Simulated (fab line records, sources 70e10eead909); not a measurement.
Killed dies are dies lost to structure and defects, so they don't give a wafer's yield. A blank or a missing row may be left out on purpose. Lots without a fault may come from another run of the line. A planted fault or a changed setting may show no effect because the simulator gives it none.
Chamber matching | flow nand_harc | NHARC_P_M1_DEP_33 on pecvd-02: 3 sister chambers
The step deposits SiCN, target thk 30 nm. 16 wafers are shown with their chamber, then 8 later ones without.

WAFERS WITH THEIR CHAMBER
wafer  | chamber | showerhead_vpp_V (V) | heater_power_w (W)
L074.1 | 2       | 1200                 | 620
L074.2 | 0       | 1205                 | 891
L074.6 | 1       | 1347                 | 534
L075.1 | 0       | 1185                 | 925
L075.3 | 2       | 1200                 | 598
L075.6 | 1       | 1388                 | 498
L082.1 | 0       | 1203                 | 849
L082.2 | 2       | 1214                 | 570
L082.4 | 1       | 1370                 | 571
L085.2 | 1       | 1346                 | 530
L085.4 | 2       | 1208                 | 634
L085.5 | 1       | 1364                 | 534
L087.4 | 0       | 1206                 | 801
L087.5 | 1       | 1361                 | 565
L087.6 | 2       | 1223                 | 544
L089.3 | 0       | 1185                 | 813

SIGNATURES (means of the wafers above)
reading          | chamber 0 | chamber 1 | chamber 2 | scatter within a chamber
showerhead_vpp_V | 1196.80   | 1362.67   | 1209.00   | 12.6
heater_power_w   | 855.80    | 538.67    | 593.20    | 39
Rule: a wafer's distance from a chamber is the root of the sum, over the readings, of the square of ((its reading less the chamber's mean) divided by the reading's scatter). The wafer belongs to the nearest chamber; if the next one is less than 2 further off, it can't be placed. The scatter: the root of (the sum of the squares of (reading less its chamber's mean) over the shown wafers, divided by (wafers less chambers)).

WAFERS WITHOUT THEIR CHAMBER
wafer  | showerhead_vpp_V (V) | heater_power_w (W)
L089.5 | 1211                 | 834
L089.6 | 1217                 | 637
L091.1 | 1366                 | 560
L091.2 | 1211                 | 591
L091.5 | 1210                 | 888
L092.1 | 1205                 | 624
L092.2 | 1203                 | 777
L092.4 | 1348                 | 539

WHICH CHAMBER EACH WENT THROUGH
wafer  | from the rows above | in truth
L089.5 | 0                   | 0
L089.6 | 2                   | 2
L091.1 | 1                   | 1
L091.2 | 2                   | 2
L091.5 | 0                   | 0
L092.1 | 2                   | 2
L092.2 | 0                   | 0
L092.4 | 1                   | 1
Placed correctly: 8 of 8. Can't be placed from these rows: 0. Placed wrongly: 0.
